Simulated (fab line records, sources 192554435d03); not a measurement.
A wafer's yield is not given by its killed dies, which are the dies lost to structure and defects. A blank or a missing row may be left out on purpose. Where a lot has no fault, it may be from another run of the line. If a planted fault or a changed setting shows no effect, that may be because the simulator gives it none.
A lot that was struck, set against a sound lot -- flow n5-finfet -- 14 steps out of a route of 1938
Sound: these wafers, L475.1, L475.2, L475.4. Struck: wafers L462.1, L462.4, L462.6. Last of all comes the cause.
Per side, at each step with rows, come the tool, then ch with its chambers, and then its first start. Under that, the readings that differ: sound wafers -- struck wafers -- difference of the means -- sigmas: that difference in standard deviations of wafers without a fault.
alike: readings with means less than 2 such deviations apart, plus words and numbers identical on both sides. not compared: withheld readings, readings lacking a value on some wafer, bounds such as >300 that could conceal the same value, and numbers that have no deviation in the record and whose values overlap.
A row with sigmas, a row that says differs or no value, or rows on one side alone: a step with any of these is where the two part. Numbers that have no deviation but don't overlap get no sigmas and don't part them. Lack of a reading on every wafer of one side parts them only where that side has two or more wafers.

first, 1 step without rows for these wafers: N5_HKMG_FIN_IL_REGROW_00 (material SiO2, chemistry O3, target thk 0.75 nm, time 30 s).
N5_HKMG_FIN_HK_ALD_01: deposits HfO2, target thk 1.6 nm, pulse time 3 s, purge time 3 s.
  sound on ald-hk-02 ch 1,2,3, day 8 00:24; struck on ald-hk-02 ch 1,2,3, day 4 18:22
  alike: precursor-pulse-height-rel
N5_HKMG_FIN_HK_ANNEAL_02: time 30 s.
  sound on rtp-anneal-01 ch 0, day 8 00:41; struck on rtp-anneal-01 ch 0, day 4 18:37
  alike: lamp-power-pct, wafer_temp_C_max
N5_HKMG_FIN_ALD_74: deposits La2O3, target thk 0.5 nm, pulse time 6 s, co reactant pulse time 1 s.
  sound on ald-hk-01 ch 0,1,3, day 8 00:55; struck on ald-hk-01 ch 2,3, day 4 18:50
  alike: heater-power-w, precursor-pulse-height-rel
N5_HKMG_FIN_ALD_75: deposits Al2O3, target thk 1 nm, co reactant pulse time 1 s.
  sound on ald-hk-01 ch 0,1,3, day 8 01:04; struck on ald-hk-01 ch 2,3, day 4 18:59
  alike: heater-power-w, precursor-pulse-height-rel
then, 7 steps without rows for these wafers: N5_HKMG_FIN_COAT_41 (time 60 s, resist thk 300 nm); N5_HKMG_FIN_COAT_42 (time 60 s, resist thk 35 nm); N5_HKMG_FIN_COAT_43 (resist thk 90 nm); N5_HKMG_FIN_EBR_45; N5_HKMG_FIN_SOFTBAKE_44 (time 60 s); N5_HKMG_FIN_EXPOSE_46 (exposes mask NDIPOLE); N5_HKMG_FIN_PEB_47 (peb time 60 s).
N5_HKMG_FIN_DEVELOP_48: develop time 30 s.
  struck on litho-track-03, day 4 19:20; sound on litho-track-05 ch 0, day 8 01:25
  no value came back on the struck wafers for chill-plate-temp-C (C), develop-time-s (s), developer-temp-C (C); on the sound wafers chill-plate-temp-C (C) reads 23.06 23.32 23.20
reading,sound,struck,difference,sigmas
model.CAR-ArF_of_HKMG_FIN_COAT_43.thk-nm (nm),88.8 88.8 88.6,90 90 90.2,+1,
N5_HKMG_FIN_CD_MEAS_49: the cd target is 202 nm.
  sound on cd-sem-01 ch 0, day 8 01:28; struck on cd-sem-01 ch 0, day 4 19:24
reading,sound,struck,difference,sigmas
cd-nm (nm),202.1 202.6 201.9,- - -,no value on the struck wafers,

WHERE THEY PART
First at N5_HKMG_FIN_DEVELOP_48; last, within this record, at N5_HKMG_FIN_CD_MEAS_49.

WHY: the cause the simulator had injected
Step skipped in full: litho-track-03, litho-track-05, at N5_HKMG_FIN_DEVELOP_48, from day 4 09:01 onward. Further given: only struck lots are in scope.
